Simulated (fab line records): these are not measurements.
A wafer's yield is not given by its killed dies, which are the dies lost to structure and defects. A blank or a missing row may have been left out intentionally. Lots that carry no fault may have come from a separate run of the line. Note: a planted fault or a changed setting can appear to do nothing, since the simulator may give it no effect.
Split-lot trial | flow n5 finfet | 7 lots, 39 wafers read, on a route of 1938 steps

## ON THE SPLIT
At N5_BEOL_M7_DEP_56 (deposits SiCN from 3MS/NH3, target thk 10 nm, time 17.5 s), the setting target thk a was moved away from the recipe's 100 angstrom on 12 of the 39 wafers read, by +19.6% to +59.1%. This setting was run at the recipe's value on the other wafers.

The split's own step is where the reading is taken.

## THE READING
SiCN_of_BEOL_M7_DEP_56.thk nm (the simulator's own value, which no gauge read), in nm, at N5_BEOL_M7_DEP_56 (deposits SiCN from 3MS/NH3, target thk 10 nm, time 17.5 s). The file does not state a usual value for it. Average 10.0 nm, standard deviation 0.22 nm, over the 27 wafers here run with the recipe.

wafer  | tool, chamber at the split | target thk a as run, angstrom | against the recipe | SiCN_of_BEOL_M7_DEP_56.thk nm, nm | against lot-mates on the recipe
L074.1 | pecvd-03, 1,0              | 100                           | recipe             | 9.6                               | -
L074.2 | pecvd-03, 1,0              | 100                           | recipe             | 9.6                               | -
L074.3 | pecvd-03, 2,0,1            | 131.2                         | +31.2%             | 13                                | +3.3
L074.5 | pecvd-03, 2,0,1            | 131.2                         | +31.2%             | 13                                | +3.3
L074.6 | pecvd-03, 2,0,1            | 131.2                         | +31.2%             | 13                                | +3.3
L074.4 | pecvd-03, 2                | 100                           | recipe             | 10                                | -
L076.1 | pecvd-03, 1,0              | 100                           | recipe             | 9.8                               | -
L076.2 | pecvd-03, 1,0              | 100                           | recipe             | 9.8                               | -
L076.3 | pecvd-03, 2,1,0            | 100                           | recipe             | 10                                | -
L076.4 | pecvd-03, 2,1,0            | 100                           | recipe             | 10                                | -
L076.6 | pecvd-03, 2,1,0            | 100                           | recipe             | 10                                | -
L076.5 | pecvd-03, 2                | 100                           | recipe             | 10.2                              | -
L080.1 | pecvd-01, 0                | 100                           | recipe             | 10                                | -
L080.2 | pecvd-01, 2                | 145.6                         | +45.6%             | 14.2                              | +4.4
L080.3 | pecvd-01, 1                | 100                           | recipe             | 9.6                               | -
L080.4 | pecvd-01, 2                | 100                           | recipe             | 9.8                               | -
L080.5 | pecvd-01, 0                | 145.6                         | +45.6%             | 14.8                              | +5.0
L080.6 | pecvd-01, 1                | 145.6                         | +45.6%             | 14.4                              | +4.6
L091.1 | pecvd-03, 1                | 119.6                         | +19.6%             | 11.8                              | +1.5
L091.2 | pecvd-03, 2,1              | 119.6                         | +19.6%             | 12                                | +1.7
L091.5 | pecvd-03, 2,1              | 119.6                         | +19.6%             | 12                                | +1.7
L091.3 | pecvd-03, 0,2              | 100                           | recipe             | 10.2                              | -
L091.4 | pecvd-03, 0,2              | 100                           | recipe             | 10.2                              | -
L091.6 | pecvd-03, 0                | 100                           | recipe             | 10.4                              | -
L090.1 | pecvd-03, 1                | 100                           | recipe             | 9.6                               | -
L090.2 | pecvd-03, 0                | 159.1                         | +59.1%             | 15.6                              | +5.7
L090.3 | pecvd-03, 2                | 159.1                         | +59.1%             | 15.8                              | +5.9
L090.5 | pecvd-03, 2                | 159.1                         | +59.1%             | 15.8                              | +5.9
L090.4 | pecvd-03, 1                | 100                           | recipe             | 10                                | -
L090.6 | pecvd-03, 0                | 100                           | recipe             | 10.2                              | -
L093.1 | pecvd-04, 1,2              | 100                           | recipe             | 10                                | -
L093.3 | pecvd-04, 1,2              | 100                           | recipe             | 10                                | -
L093.2 | pecvd-04, 2                | 100                           | recipe             | 9.8                               | -
L093.4 | pecvd-04, 1,2,1            | 100                           | recipe             | 10.2                              | -
L093.5 | pecvd-04, 1,2,1            | 100                           | recipe             | 10.2                              | -
L093.6 | pecvd-04, 1,2,1            | 100                           | recipe             | 10.2                              | -
L096.1 | pecvd-03, 0                | 100                           | recipe             | 10.2                              | -
L096.5 | pecvd-03, 0                | 100                           | recipe             | 10.2                              | -
L096.4 | pecvd-03, 1                | 100                           | recipe             | 10                                | -
The file does not say which wafer passed through which chamber wherever a row lists several chambers: such a row stands for several wafers.

FIT RESULTS
A straight line over all 39 wafers: SiCN_of_BEOL_M7_DEP_56.thk nm changes by +0.0974 nm for each +1% of target thk a; r = +0.99; the points scatter about the line by 0.21 nm.
The same after taking each lot's own level away (the mean of its wafers on the recipe; 39 wafers): +0.0998 nm for each +1%; r = +1.00; scatter 0.19 nm.
On that fit, the largest move of target thk a shifts the reading by 5.9 nm.
Across the lots, their own levels run from 9.73 to 10.27 nm, a range of 2.4 times the standard deviation given above.
The two slopes agree, so the slope changes little with the lot-to-lot level.
Check: with one of the wafers moved furthest among these (+59.1%) left out of the fit, the line predicts +5.94 nm for it against its lot-mates. It came out at +5.67 nm against them.

## FURTHER SPLITS ON THESE WAFERS
These wafers also went through other splits before the reading. Each is held against what the fit with the lots' levels taken away leaves over:
other split on the same wafers | wafers away from the commonest value | r with SiCN_of_BEOL_M7_DEP_56.thk nm (lot level and that fit taken away)
N5_BEOL_M4_ALD_98 ald cycles   | 18                                   | -0.15
N5_BEOL_M5_DEP_56 target thk a | 15                                   | -0.34

## THE FILE'S OWN FIT
SiCN_of_BEOL_M7_DEP_56.thk nm changes by +0.0996 nm for each +1% of target thk a, r = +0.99.
